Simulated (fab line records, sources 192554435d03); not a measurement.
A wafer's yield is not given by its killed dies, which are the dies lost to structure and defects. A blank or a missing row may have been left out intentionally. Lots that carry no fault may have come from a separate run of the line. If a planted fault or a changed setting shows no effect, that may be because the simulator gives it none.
The tool behind it: which one? | flow n5-finfet | Sampling: 13 lots, 37 wafers, 5 of 1938 route steps

== WHAT EACH GAUGE READ, for each wafer ==
No reading from a measuring or inspecting step in the record can be judged against a usual standard deviation.

== WHICH TOOL RAN EACH LOT (tool, then ch and the chambers of the sampled wafers, then the start) ==
lot  | N5_MOL_CONTACT_COAG_ETCH_106      | N5_BEOL_M15_DEP_53              | N5_MIM_TOP_DEGAS_04          | N5_PASSIVATION_DEGAS_18      | N5_PASSIVATION_PROBE_49
L855 | rie-diel-01 ch 0,2, day 5 03:55   | pecvd-01 ch 0,1,2, day 12 20:13 | pvd-sputter-01, day 12 23:56 | pvd-sputter-01, day 13 03:56 | -
L858 | rie-diel-04 ch 0,1,3, day 5 17:04 | pecvd-02 ch 0,1, day 13 04:55   | pvd-sputter-02, day 13 07:04 | pvd-sputter-01, day 13 16:58 | -
L859 | rie-diel-03 ch 0,1, day 5 21:17   | pecvd-04 ch 0,1, day 13 02:22   | pvd-sputter-02, day 13 06:19 | pvd-sputter-01, day 13 10:32 | -
L860 | rie-diel-03 ch 0,1,3, day 6 04:28 | pecvd-02 ch 0,1,2, day 14 21:05 | pvd-sputter-01, day 15 00:34 | pvd-sputter-03, day 15 04:19 | -
L861 | rie-diel-04 ch 0,3, day 6 19:21   | pecvd-01 ch 0,1,2, day 14 12:18 | pvd-sputter-02, day 14 16:32 | pvd-sputter-03, day 14 20:34 | -
L862 | rie-diel-01 ch 0,1,3, day 6 20:49 | pecvd-02 ch 0,2, day 14 11:46   | pvd-sputter-01, day 14 16:22 | pvd-sputter-03, day 14 21:01 | -
L864 | rie-diel-01 ch 0,1, day 7 05:22   | pecvd-04 ch 0,1,2, day 14 23:35 | pvd-sputter-02, day 15 03:03 | pvd-sputter-03, day 15 09:35 | -
L865 | rie-diel-01 ch 1,2,3, day 7 12:34 | pecvd-04 ch 1,2, day 14 21:08   | pvd-sputter-01, day 15 00:46 | pvd-sputter-03, day 15 04:44 | -
L866 | rie-diel-04 ch 0,1,3, day 7 17:10 | pecvd-01 ch 0,1, day 15 11:20   | pvd-sputter-01, day 15 14:50 | pvd-sputter-01, day 15 22:01 | -
L869 | rie-diel-01 ch 0,1,3, day 8 10:56 | pecvd-01 ch 1,2, day 16 16:25   | pvd-sputter-01, day 16 20:30 | pvd-sputter-03, day 17 03:35 | prober-01, day 17 10:03
L874 | rie-diel-04 ch 0,3, day 9 20:32   | pecvd-04 ch 2, day 18 10:40     | pvd-sputter-01, day 18 14:08 | pvd-sputter-03, day 18 20:22 | prober-02, day 19 02:52
L875 | rie-diel-04 ch 0,3, day 9 21:35   | pecvd-02 ch 0,2, day 19 02:52   | pvd-sputter-02, day 19 09:44 | pvd-sputter-02, day 19 17:44 | prober-02, day 19 23:50
L876 | rie-diel-04 ch 1,3, day 10 05:37  | pecvd-04 ch 0,1, day 19 01:04   | pvd-sputter-02, day 19 08:29 | pvd-sputter-03, day 19 17:44 | prober-01, day 19 23:17
- N5_MOL_CONTACT_COAG_ETCH_106: etches SOC in N2/H2, target depth 80 nm, overetch 16 nm, time 120 s.
- N5_BEOL_M15_DEP_53: deposits SiCN from 3MS/NH3, target thk 50 nm, time 17.8 s.
- N5_MIM_TOP_DEGAS_04: time 60 s.
- N5_PASSIVATION_DEGAS_18: time 60 s.
- N5_PASSIVATION_PROBE_49

== AS READ BY THE TOOLS THEMSELVES (means over the sampled wafers that have a number; for cases with no such wafer, the mark the record gives instead) ==
N5_MOL_CONTACT_COAG_ETCH_106. Usual: drypump-motor-current-A 5.53 A, standard deviation 0.26; oes-product-au 0.69 a.u., standard deviation 0.085; rf-vpp-V 523.5 V, standard deviation 2.4; showerhead-plenum-p-Torr 2.53 Torr, standard deviation 0.084; throttle-valve-pct 17.77 %, standard deviation 0.23.
lot  | tool        | drypump-motor-current-A (A) | oes-product-au (a.u.) | rf-vpp-V (V) | showerhead-plenum-p-Torr (Torr) | throttle-valve-pct (%) | flag
L855 | rie-diel-01 | 5.63                        | 0.67                  | 522.4        | 2.49                            | 17.86                  |
L858 | rie-diel-04 | 5.55                        | 0.67                  | 522.2        | 2.51                            | 17.85                  |
L859 | rie-diel-03 | 5.85                        | 0.62                  | 525.5        | 2.61                            | 17.81                  |
L860 | rie-diel-03 | 5.70                        | 0.67                  | 525.2        | 2.61                            | 17.85                  |
L861 | rie-diel-04 | 5.44                        | 0.66                  | 523.7        | 2.54                            | 17.92                  |
L862 | rie-diel-01 | 5.41                        | 0.71                  | 524.2        | 2.51                            | 17.69                  |
L864 | rie-diel-01 | 5.54                        | 0.63                  | 521.7        | 2.48                            | 17.77                  |
L865 | rie-diel-01 | 5.55                        | 0.70                  | 521.5        | 2.43                            | 17.69                  |
L866 | rie-diel-04 | 5.55                        | 0.66                  | 522.2        | 2.50                            | 17.88                  |
L869 | rie-diel-01 | 5.41                        | 0.68                  | 523.7        | 2.50                            | 17.71                  |
L874 | rie-diel-04 | 5.36                        | 0.64                  | 524.4        | 2.53                            | 17.96                  |
L875 | rie-diel-04 | 5.43                        | 0.63                  | 523.3        | 2.53                            | 17.96                  |
L876 | rie-diel-04 | 5.58                        | 0.64                  | 521.5        | 2.48                            | 17.88                  |

N5_BEOL_M15_DEP_53. Usual: showerhead-plenum-p-Torr 4.147 Torr, standard deviation 0.02; throttle-valve-pct 18.1 %, standard deviation 0.87.
lot  | tool     | showerhead-plenum-p-Torr (Torr) | throttle-valve-pct (%) | flag
L855 | pecvd-01 | 4.162                           | 18.6                   |
L858 | pecvd-02 | 4.155                           | 18.2                   |
L859 | pecvd-04 | 4.126                           | 18.3                   |
L860 | pecvd-02 | 4.152                           | 17.9                   |
L861 | pecvd-01 | 4.167                           | 18.6                   |
L862 | pecvd-02 | 4.150                           | 18.3                   |
L864 | pecvd-04 | 4.130                           | 18.4                   |
L865 | pecvd-04 | 4.131                           | 18.4                   |
L866 | pecvd-01 | 4.170                           | 19.5                   |
L869 | pecvd-01 | 4.176                           | 19.5                   |
L874 | pecvd-04 | 4.165                           | 18.8                   |
L875 | pecvd-02 | 4.138                           | 18.5                   |
L876 | pecvd-04 | 4.118                           | 17.2                   |

N5_MIM_TOP_DEGAS_04. Usual: heater-power-w 477 W, standard deviation 35.
lot  | tool           | heater-power-w (W) | flag
L855 | pvd-sputter-01 | 465                |
L858 | pvd-sputter-02 | 457                |
L859 | pvd-sputter-02 | 496                |
L860 | pvd-sputter-01 | 469                |
L861 | pvd-sputter-02 | 468                |
L862 | pvd-sputter-01 | 477                |
L864 | pvd-sputter-02 | 502                |
L865 | pvd-sputter-01 | 481                |
L866 | pvd-sputter-01 | 480                |
L869 | pvd-sputter-01 | 465                |
L874 | pvd-sputter-01 | 517                |
L875 | pvd-sputter-02 | 450                |
L876 | pvd-sputter-02 | 465                |

N5_PASSIVATION_DEGAS_18. Usual: heater-power-w 475 W, standard deviation 28.
lot  | tool           | heater-power-w (W) | flag
L855 | pvd-sputter-01 | 473                |
L858 | pvd-sputter-01 | 463                |
L859 | pvd-sputter-01 | 472                |
L860 | pvd-sputter-03 | 463                |
L861 | pvd-sputter-03 | 470                |
L862 | pvd-sputter-03 | 473                |
L864 | pvd-sputter-03 | 479                |
L865 | pvd-sputter-03 | 468                |
L866 | pvd-sputter-01 | 468                |
L869 | pvd-sputter-03 | 481                |
L874 | pvd-sputter-03 | 512                |
L875 | pvd-sputter-02 | 458                |
L876 | pvd-sputter-03 | 489                |

N5_PASSIVATION_PROBE_49. Usual: killed_at_M0_to_M3 33, standard deviation 11; killed_at_M4_up 15, standard deviation 6.2; killed-at-contacts 13, standard deviation 6.5; killed-at-front-end 38, standard deviation 11; killed-at-other 3.4, standard deviation 2.6; killed-dies 102, standard deviation 17; killed-on-rim 13, standard deviation 4.1; killed-open 67, standard deviation 12; killed-short 34, standard deviation 7.9.
lot  | tool      | killed_at_M0_to_M3 | killed_at_M4_up | killed-at-contacts | killed-at-front-end | killed-at-other | killed-dies | killed-on-rim | killed-open | killed-short | flag
L869 | prober-01 | 23                 | 16              | 19                 | 42                  | 3.7             | 104         | 12            | 69          | 34           |
L874 | prober-02 | 21                 | 14              | 474                | 34                  | 9.0             | 552         | 51            | 66          | 30           | OFF
L875 | prober-02 | 26                 | 15              | 259                | 25                  | 1.0             | 325         | 46            | 45          | 27           | OFF
L876 | prober-01 | 32                 | 26              | 300                | 42                  | 5.5             | 404         | 53            | 79          | 36           | OFF

== THE ANSWER, worked out from the rows above alone ==
Rule: take the mean of a lot's wafers that have a number; if it is more than 3 standard deviations from the usual mean, the lot is off. A lot without any number at a reading at which 4 lots or more have one is off too. All remaining lots with rows at the step are treated as sound. Order of review: gauges by route order, followed by the tools' own readings, for which a lot's mean as printed above is used. At the first step where some lot is off, the reading lying furthest off is the one used; lots without a number count as furthest.
Off: L874, L875, L876, at N5_PASSIVATION_PROBE_49 (killed-at-contacts). Neither off nor sound, because the step has no rows for them: L855, L858, L859, L860, L861, L862, L864, L865, L866.
If a tool, at that step or one of the process steps before it, ran each lot that is off and ran no sound lot following the first of them, it fits. One fits: rie-diel-04 at N5_MOL_CONTACT_COAG_ETCH_106. It ran no sound lot before its first lot that is off in this sample, so the start can't be narrowed down.

== WHAT HAD BEEN PUT IN BY THE SIMULATOR ==
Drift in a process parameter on rie-diel-04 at N5_MOL_CONTACT_COAG_ETCH_106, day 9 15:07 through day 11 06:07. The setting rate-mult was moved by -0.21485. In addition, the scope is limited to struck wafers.
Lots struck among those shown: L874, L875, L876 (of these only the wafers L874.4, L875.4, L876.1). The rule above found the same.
